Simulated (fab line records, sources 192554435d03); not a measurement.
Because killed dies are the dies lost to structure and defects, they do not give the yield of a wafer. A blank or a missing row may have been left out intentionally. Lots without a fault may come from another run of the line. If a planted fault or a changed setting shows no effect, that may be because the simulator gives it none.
Which of the tools did it?	flow n5 finfet	19 lots, 57 wafers sampled, at 6 steps of a route of 1938

## WHAT THE GAUGES SHOWED, per wafer
Not one reading of a measure or inspect step in the record can be checked against a usual standard deviation.

## WHICH TOOL RAN EACH LOT (tool, then ch and the chambers of the sampled wafers, then the start)
lot	N5_GATE_CUT_ETCH_36	N5_GATE_CUT_CUT_ETCH_53	N5_MOL_CONTACT_COAG_DESCUM_13	N5_MOL_CONTACT_COAG_ETCH_59	N5_MOL_CONTACT_COAG_SIL_ANNEAL_21	N5_MOL_CONTACT_COAG_SPUTTER_130
L074	rie diel-05 ch 2,3, day 4 11:46	rie metal-01 ch 0,1, day 4 12:07	rie diel-02 ch 0,1,2, day 4 16:01	rie diel-02 ch 0,1,2, day 4 16:04	rtp anneal-01 ch 0, day 4 17:37	pvd sputter-01, day 4 22:07
L075	rie diel-05 ch 0,2,3, day 4 17:21	rie metal-01 ch 0,1, day 4 17:41	rie diel-04 ch 1,2,3, day 4 21:20	rie diel-04 ch 1,2,3, day 4 21:23	rtp anneal-02 ch 0, day 4 22:43	pvd sputter-01, day 5 01:25
L076	rie diel-05 ch 0,1,3, day 5 04:48	rie metal-02 ch 0,1, day 5 05:10	rie diel-04 ch 0,1, day 5 08:39	rie diel-04 ch 0,1, day 5 08:41	rtp anneal-02 ch 0, day 5 10:11	pvd sputter-03, day 5 13:30
L077	rie diel-06 ch 1,2, day 5 04:54	rie metal-03 ch 0,1, day 5 05:14	rie diel-01 ch 1,3, day 5 08:42	rie diel-01 ch 1,3, day 5 08:44	rtp anneal-02 ch 0, day 5 10:17	pvd sputter-03, day 5 13:49
L078	rie diel-05 ch 0,1, day 5 12:58	rie metal-01 ch 0,1, day 5 13:19	rie diel-01 ch 0,2,3, day 5 16:54	rie diel-01 ch 0,2,3, day 5 16:56	rtp anneal-02 ch 0, day 5 18:17	pvd sputter-02, day 5 21:29
L079	rie diel-05 ch 2,3, day 5 18:32	rie metal-02 ch 0,1, day 5 18:53	rie diel-04 ch 0,1,3, day 5 22:29	rie diel-04 ch 0,1,3, day 5 22:31	rtp anneal-02 ch 0, day 6 01:21	pvd sputter-03, day 6 05:53
L082	rie diel-06 ch 0,1,2, day 6 11:01	rie metal-01 ch 0,1, day 6 11:22	rie diel-04 ch 2,3, day 6 14:46	rie diel-04 ch 2,3, day 6 14:48	rtp anneal-01 ch 0, day 6 16:56	pvd sputter-01, day 6 21:08
L083	rie diel-03 ch 0,1, day 6 17:07	rie metal-03 ch 0, day 6 17:28	rie diel-01 ch 1,2,3, day 6 21:21	rie diel-01 ch 1,2,3, day 6 21:23	rtp anneal-02 ch 0, day 6 22:48	pvd sputter-01, day 7 03:30
L084	rie diel-03 ch 0,2,3, day 7 01:16	rie metal-02 ch 0,1, day 7 01:38	rie diel-04 ch 1,2,3, day 7 05:09	rie diel-04 ch 1,2,3, day 7 05:11	rtp anneal-02 ch 0, day 7 06:47	pvd sputter-02, day 7 09:21
L085	rie diel-05 ch 1,2,3, day 7 06:48	rie metal-03 ch 0,1, day 7 07:08	rie diel-04 ch 1,2,3, day 7 10:55	rie diel-04 ch 1,2,3, day 7 10:56	rtp anneal-01 ch 0, day 7 12:16	pvd sputter-02, day 7 16:58
L086	rie diel-06 ch 0,2,3, day 7 10:46	rie metal-01 ch 1, day 7 11:06	rie diel-04 ch 0,1,3, day 7 14:51	rie diel-04 ch 0,1,3, day 7 14:53	rtp anneal-01 ch 0, day 7 16:34	pvd sputter-01, day 7 21:19
L088	rie diel-03 ch 0,1,3, day 7 23:49	rie metal-02 ch 0,1, day 8 00:09	rie diel-01 ch 0,1,2, day 8 03:35	rie diel-01 ch 0,1,2, day 8 03:38	rtp anneal-02 ch 0, day 8 05:33	pvd sputter-02, day 8 10:42
L089	rie diel-03 ch 0,1,3, day 8 09:27	rie metal-03 ch 0,1, day 8 09:47	rie diel-04 ch 0,1, day 8 13:11	rie diel-04 ch 0,1, day 8 13:13	rtp anneal-02 ch 0, day 8 14:37	pvd sputter-02, day 8 18:40
L090	rie diel-06 ch 0,2,3, day 8 17:45	rie metal-01 ch 0,1, day 8 18:31	rie diel-02 ch 1,2,3, day 9 01:38	rie diel-02 ch 1,2,3, day 9 01:40	rtp anneal-02 ch 0, day 9 03:07	pvd sputter-02, day 9 08:55
L092	rie diel-06 ch 0,2,3, day 8 23:35	rie metal-03 ch 0,1, day 8 23:56	rie diel-02 ch 1,2,3, day 9 05:22	rie diel-02 ch 1,2,3, day 9 05:23	rtp anneal-02 ch 0, day 9 08:12	pvd sputter-01, day 9 12:22
L093	rie diel-06 ch 1,2,3, day 9 05:39	rie metal-01 ch 1, day 9 05:59	rie diel-04 ch 0,1,2, day 9 09:31	rie diel-04 ch 0,1,2, day 9 09:34	rtp anneal-02 ch 0, day 9 11:16	pvd sputter-01, day 9 15:41
L095	rie diel-05 ch 0,2, day 9 20:58	rie metal-02 ch 0,1, day 9 21:18	rie diel-04 ch 0,1,2, day 10 00:57	rie diel-04 ch 0,1,2, day 10 00:59	rtp anneal-02 ch 0, day 10 03:03	pvd sputter-03, day 10 05:42
L096	rie diel-06 ch 1,3, day 10 03:41	rie metal-01 ch 0,1, day 10 04:01	rie diel-04 ch 1,2, day 10 08:10	rie diel-04 ch 1,2, day 10 08:11	rtp anneal-01 ch 0, day 10 09:33	pvd sputter-01, day 10 13:14
L097	rie diel-03 ch 0,1, day 10 07:40	rie metal-01 ch 0,1, day 10 08:02	rie diel-04 ch 0,2, day 10 11:24	rie diel-04 ch 0,2, day 10 11:26	rtp anneal-01 ch 0, day 10 12:51	pvd sputter-03, day 10 15:46
- N5_GATE_CUT_ETCH_36: etches SiARC in CF4, target depth 13 nm, time 21.7 s.
- N5_GATE_CUT_CUT_ETCH_53: etches W in SF6/Cl2, target depth 79.2 nm.
- N5_MOL_CONTACT_COAG_DESCUM_13: chemistry O2, time 7 s.
- N5_MOL_CONTACT_COAG_ETCH_59: etches underlayer in N2/H2, target depth 13 nm, time 10.4 s.
- N5_MOL_CONTACT_COAG_SIL_ANNEAL_21: time 60 s.
- N5_MOL_CONTACT_COAG_SPUTTER_130: material Co, target thk 47.5 nm.

## WHAT THE TOOLS THEMSELVES READ (means of the sampled wafers that have a number; where no wafer has one, the mark that the record gives instead)
N5_GATE_CUT_ETCH_36. Usual: value, then standard deviation, for each; bias w 36.00 W / 0.12; drypump motor current A 5.6 A / 0.48; etch rf on time s 21.8 s / 0.33; oes product au 0.66 a.u. / 0.062; rf vpp V 184.0 V / 1.2; showerhead plenum p Torr 2.15 Torr / 0.066; throttle valve pct 15.67 % / 0.22.
lot	tool	bias w (W)	drypump motor current A (A)	etch rf on time s (s)	oes product au (a.u.)	rf vpp V (V)	showerhead plenum p Torr (Torr)	throttle valve pct (%)	flag
L074	rie diel-05	36.04	5.6	21.9	0.64	184.3	2.20	15.68	
L075	rie diel-05	35.95	5.6	22.0	0.64	183.5	2.17	15.62	
L076	rie diel-05	35.93	5.4	21.7	0.65	183.2	2.14	15.66	
L077	rie diel-06	35.97	5.4	21.6	0.73	183.9	2.15	15.69	
L078	rie diel-05	35.97	5.5	21.6	0.63	182.6	2.07	15.78	
L079	rie diel-05	36.16	5.6	22.2	0.63	184.1	2.19	15.70	
L082	rie diel-06	36.09	5.5	21.7	0.69	183.3	2.11	15.77	
L083	rie diel-03	35.96	5.2	21.8	0.62	185.0	2.22	15.64	
L084	rie diel-03	35.89	5.1	21.7	0.65	185.3	2.16	15.54	
L085	rie diel-05	36.05	5.7	21.7	0.61	183.7	2.13	15.86	
L086	rie diel-06	35.93	6.0	21.7	0.69	183.2	2.11	15.71	
L088	rie diel-03	35.96	5.2	21.8	0.64	185.5	2.19	15.60	
L089	rie diel-03	36.05	5.2	21.8	0.64	185.1	2.19	15.61	
L090	rie diel-06	35.91	6.0	21.4	0.69	183.7	2.11	15.71	
L092	rie diel-06	36.02	6.0	21.8	0.68	183.4	2.10	15.73	
L093	rie diel-06	35.98	5.9	22.0	0.70	183.4	2.14	15.67	
L095	rie diel-05	35.99	5.8	22.1	0.60	183.2	2.12	15.81	
L096	rie diel-06	36.05	6.3	21.2	0.74	184.6	2.18	15.50	
L097	rie diel-03	36.03	5.3	22.4	0.60	184.2	2.20	15.68	

N5_GATE_CUT_CUT_ETCH_53. Usual: bias w 80.02 W, standard deviation 0.24; drypump motor current A 6.0 A, standard deviation 0.45; etch rf on time s 26.1 s, standard deviation 0.34; oes product au 0.71 a.u., standard deviation 0.084; throttle valve pct 28.92 %, standard deviation 0.17.
lot	tool	bias w (W)	drypump motor current A (A)	etch rf on time s (s)	oes product au (a.u.)	throttle valve pct (%)	flag
L074	rie metal-01	79.84	5.8	26.0	0.71	28.93	
L075	rie metal-01	80.11	5.9	26.0	0.65	28.96	
L076	rie metal-02	80.11	6.5	25.8	0.75	28.77	
L077	rie metal-03	79.93	5.6	26.6	0.59	29.24	
L078	rie metal-01	79.87	5.8	25.8	0.71	28.93	
L079	rie metal-02	80.12	6.6	25.8	0.76	28.90	
L082	rie metal-01	80.24	5.7	26.2	0.69	28.94	
L083	rie metal-03	79.92	6.2	26.2	0.71	28.81	
L084	rie metal-02	80.00	6.6	26.0	0.75	28.91	
L085	rie metal-03	80.14	5.6	26.3	0.82	28.94	
L086	rie metal-01	80.19	5.6	26.3	0.74	28.91	
L088	rie metal-02	79.96	6.6	26.0	0.74	28.91	
L089	rie metal-03	79.85	5.6	26.2	0.81	28.94	
L090	rie metal-01	79.68	5.9	26.3	0.64	28.99	
L092	rie metal-03	80.12	5.9	26.2	0.74	28.89	
L093	rie metal-01	80.57	5.6	26.5	0.73	28.91	
L095	rie metal-02	79.78	6.5	25.8	0.73	28.79	
L096	rie metal-01	79.94	5.8	26.3	0.63	28.99	
L097	rie metal-01	80.29	5.9	26.1	0.63	28.98	

N5_MOL_CONTACT_COAG_DESCUM_13. Usual: value, then standard deviation, for each; bias power w 20.00 W / 0.06; drypump motor current A 5.4 A / 0.43; oes product au 0.82 a.u. / 0.099; rf vpp V 243.4 V / 1.2; showerhead plenum p Torr 2.11 Torr / 0.059; temp c 39.98 C / 0.11; throttle valve pct 20.59 % / 0.19.
lot	tool	bias power w (W)	drypump motor current A (A)	oes product au (a.u.)	rf vpp V (V)	showerhead plenum p Torr (Torr)	temp c (C)	throttle valve pct (%)	flag
L074	rie diel-02	20.05	5.3	0.73	242.6	2.05	40.01	20.67	
L075	rie diel-04	20.00	5.3	0.75	242.9	2.12	39.93	20.72	
L076	rie diel-04	20.06	5.2	0.89	242.7	2.12	40.07	20.51	
L077	rie diel-01	20.04	6.2	0.84	244.1	2.16	39.99	20.76	
L078	rie diel-01	20.02	5.9	0.85	243.4	2.20	40.04	20.49	
L079	rie diel-04	19.91	5.2	0.83	243.4	2.11	39.99	20.55	
L082	rie diel-04	20.01	5.5	0.93	244.2	2.14	40.02	20.64	
L083	rie diel-01	20.01	6.0	0.86	243.9	2.16	40.02	20.51	
L084	rie diel-04	20.00	5.2	0.83	243.9	2.11	39.99	20.62	
L085	rie diel-04	20.01	5.3	0.82	243.8	2.11	39.99	20.63	
L086	rie diel-04	20.08	5.2	0.81	242.8	2.11	39.85	20.57	
L088	rie diel-01	19.96	5.9	0.89	243.8	2.13	40.02	20.30	
L089	rie diel-04	20.00	5.2	0.83	243.5	2.11	40.03	20.55	
L090	rie diel-02	19.98	5.1	0.78	242.2	2.04	40.01	20.50	
L092	rie diel-02	19.99	5.1	0.78	242.4	2.04	39.99	20.50	
L093	rie diel-04	20.02	5.3	0.83	242.9	2.11	39.80	20.63	
L095	rie diel-04	19.96	5.3	0.82	243.3	2.11	40.06	20.63	
L096	rie diel-04	19.97	5.0	0.75	244.2	2.08	40.00	20.66	
L097	rie diel-04	19.92	5.5	0.88	243.4	2.13	40.08	20.60	

N5_MOL_CONTACT_COAG_ETCH_59. Usual: bias w 150.0 W, standard deviation 0.45; drypump motor current A 5.4 A, standard deviation 0.43; etch rf on time s 10.32 s, standard deviation 0.19; n2 flow sccm 199.9 sccm, standard deviation 0.65; oes product au 0.70 a.u., standard deviation 0.085; rf vpp V 524.4 V, standard deviation 2; showerhead plenum p Torr 2.56 Torr, standard deviation 0.071; throttle valve pct 17.97 %, standard deviation 0.22.
lot	tool	bias w (W)	drypump motor current A (A)	etch rf on time s (s)	n2 flow sccm (sccm)	oes product au (a.u.)	rf vpp V (V)	showerhead plenum p Torr (Torr)	throttle valve pct (%)	flag
L074	rie diel-02	149.7	5.3	10.50	199.6	0.63	522.2	2.49	17.98	
L075	rie diel-04	149.8	5.3	10.49	200.3	0.64	524.6	2.57	18.12	
L076	rie diel-04	149.8	5.3	10.12	199.5	0.76	525.8	2.57	17.89	
L077	rie diel-01	150.3	6.2	10.05	200.2	0.72	525.7	2.61	18.17	
L078	rie diel-01	149.8	5.9	10.39	199.8	0.73	527.5	2.67	17.86	
L079	rie diel-04	150.2	5.2	10.29	200.0	0.71	524.0	2.56	17.92	
L082	rie diel-04	149.9	5.6	10.28	200.2	0.79	526.2	2.60	18.10	
L083	rie diel-01	150.2	5.9	10.18	200.3	0.73	525.9	2.61	17.87	
L084	rie diel-04	150.4	5.3	10.36	199.7	0.70	524.2	2.56	18.02	
L085	rie diel-04	150.6	5.3	10.46	199.9	0.70	524.3	2.56	18.03	
L086	rie diel-04	150.3	5.2	10.31	199.4	0.69	525.1	2.56	17.93	
L088	rie diel-01	150.2	5.9	10.21	198.7	0.77	524.4	2.58	17.66	
L089	rie diel-04	149.9	5.2	10.21	200.2	0.71	525.2	2.56	17.94	
L090	rie diel-02	149.5	5.1	10.42	199.9	0.67	523.2	2.48	17.88	
L092	rie diel-02	149.8	5.1	10.29	199.2	0.67	522.8	2.48	17.87	
L093	rie diel-04	149.9	5.3	10.31	199.3	0.71	524.6	2.56	18.05	
L095	rie diel-04	149.9	5.3	10.24	200.1	0.70	523.7	2.56	18.06	
L096	rie diel-04	149.9	5.0	10.51	200.5	0.64	523.3	2.53	18.05	
L097	rie diel-04	150.2	5.5	10.04	199.5	0.76	524.9	2.59	18.05	

N5_MOL_CONTACT_COAG_SIL_ANNEAL_21. Usual: lamp power pct 5.837 %, standard deviation 0.027; lamp_zone_7_pct 6.134 %, standard deviation 0.028; wafer_temp_C_max 553.8, standard deviation 0.8.
lot	tool	lamp power pct (%)	lamp_zone_7_pct (%)	wafer_temp_C_max	flag
L074	rtp anneal-01	5.875	6.173	552.9	
L075	rtp anneal-02	5.815	6.121	554.0	
L076	rtp anneal-02	5.820	6.115	554.0	
L077	rtp anneal-02	5.823	6.114	554.0	
L078	rtp anneal-02	5.818	6.118	554.0	
L079	rtp anneal-02	5.820	6.114	553.5	
L082	rtp anneal-01	5.871	6.172	553.2	
L083	rtp anneal-02	5.820	6.116	554.9	
L084	rtp anneal-02	5.811	6.117	554.4	
L085	rtp anneal-01	5.880	6.172	553.2	
L086	rtp anneal-01	5.875	6.175	553.2	
L088	rtp anneal-02	5.817	6.118	553.9	
L089	rtp anneal-02	5.819	6.116	554.0	
L090	rtp anneal-02	5.816	6.118	554.1	
L092	rtp anneal-02	5.816	6.111	554.0	
L093	rtp anneal-02	5.818	6.119	554.3	
L095	rtp anneal-02	5.814	6.117	554.1	
L096	rtp anneal-01	5.871	6.171	553.1	
L097	rtp anneal-01	5.872	6.168	553.5	

N5_MOL_CONTACT_COAG_SPUTTER_130. Usual: throttle valve pct reads 29.5 % (standard deviation 0.92).
lot	tool	throttle valve pct (%)	flag
L074	pvd sputter-01	30.1	
L075	pvd sputter-01	30.0	
L076	pvd sputter-03	29.5	
L077	pvd sputter-03	29.2	
L078	pvd sputter-02	29.3	
L079	pvd sputter-03	29.4	
L082	pvd sputter-01	29.2	
L083	pvd sputter-01	29.4	
L084	pvd sputter-02	29.6	
L085	pvd sputter-02	29.1	
L086	pvd sputter-01	29.7	
L088	pvd sputter-02	29.5	
L089	pvd sputter-02	29.7	
L090	pvd sputter-02	29.4	
L092	pvd sputter-01	29.8	
L093	pvd sputter-01	30.7	
L095	pvd sputter-03	29.4	
L096	pvd sputter-01	28.6	
L097	pvd sputter-03	30.0	

## THE ANSWER, worked out from the rows above alone
Rule: a lot counts as off when the mean over its wafers that have a number is more than 3 standard deviations away from the usual mean. Also off: a lot with no number at a reading for which 4 or more lots have one. Where the step has rows for the other lots, those lots are counted as sound. The gauges are gone through in route order, then the tools' own readings, and for those a lot's mean is taken as printed above. The first step at which some lot is off is used, and at that step the reading that is off furthest; a lot without a number counts as furthest.
Nothing can be told from this: no lot is off at any reading shown.

## WHAT THE SIMULATOR HAD INSERTED
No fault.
